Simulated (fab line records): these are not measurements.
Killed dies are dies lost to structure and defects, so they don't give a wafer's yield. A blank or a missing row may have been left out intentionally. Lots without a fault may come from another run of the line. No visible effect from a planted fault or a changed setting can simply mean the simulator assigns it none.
Chamber matching | flow n5-finfet | cvd-co-02 running N5_BEOL_M5_PRE_CLEAN_77: 3 sister chambers
The step time 15 s. 6 wafers are shown with their chamber, then 12 later ones without.

== WAFERS, EACH WITH ITS CHAMBER ==
wafer  | chamber | heater-power-w (W)
L081.1 | 2       | 103
L081.2 | 1       | 96
L081.5 | 2       | 102
L084.2 | 0       | 64
L084.4 | 0       | 65
L084.5 | 1       | 96

== WAFERS WITHOUT THEIR CHAMBER ==
wafer  | heater-power-w (W)
L088.1 | 62
L088.4 | 64
L088.6 | 105
L089.2 | 95
L089.3 | 63
L089.5 | 98
L094.1 | 103
L094.3 | 63
L094.4 | 64
L095.2 | 104
L095.3 | 64
L095.4 | 98

== THE CHAMBER EACH PASSED THROUGH ==
wafer  | from the rows above | in truth
L088.1 | 0                   | 0
L088.4 | 0                   | 0
L088.6 | 2                   | 2
L089.2 | 1                   | 1
L089.3 | 0                   | 0
L089.5 | 1                   | 1
L094.1 | 2                   | 2
L094.3 | 0                   | 0
L094.4 | 0                   | 0
L095.2 | 2                   | 2
L095.3 | 0                   | 0
L095.4 | 1                   | 1
Correct placement for 12 of the 12. Can't be placed from these rows: 0. Number placed wrongly: 0.
How it was worked out, from the rows above alone: a wafer's distance from a chamber is the root of the sum, over the readings, of the square of ((its reading less the chamber's mean) divided by the reading's scatter). The wafer belongs to the nearest chamber; if the next one is less than 2 further off, it can't be placed. The mean given for a chamber averages the wafers shown for that chamber. How the scatter is found: for the shown wafers, subtract from each reading the mean of its chamber, square and add these, divide the total by (wafers less chambers), then take the root.
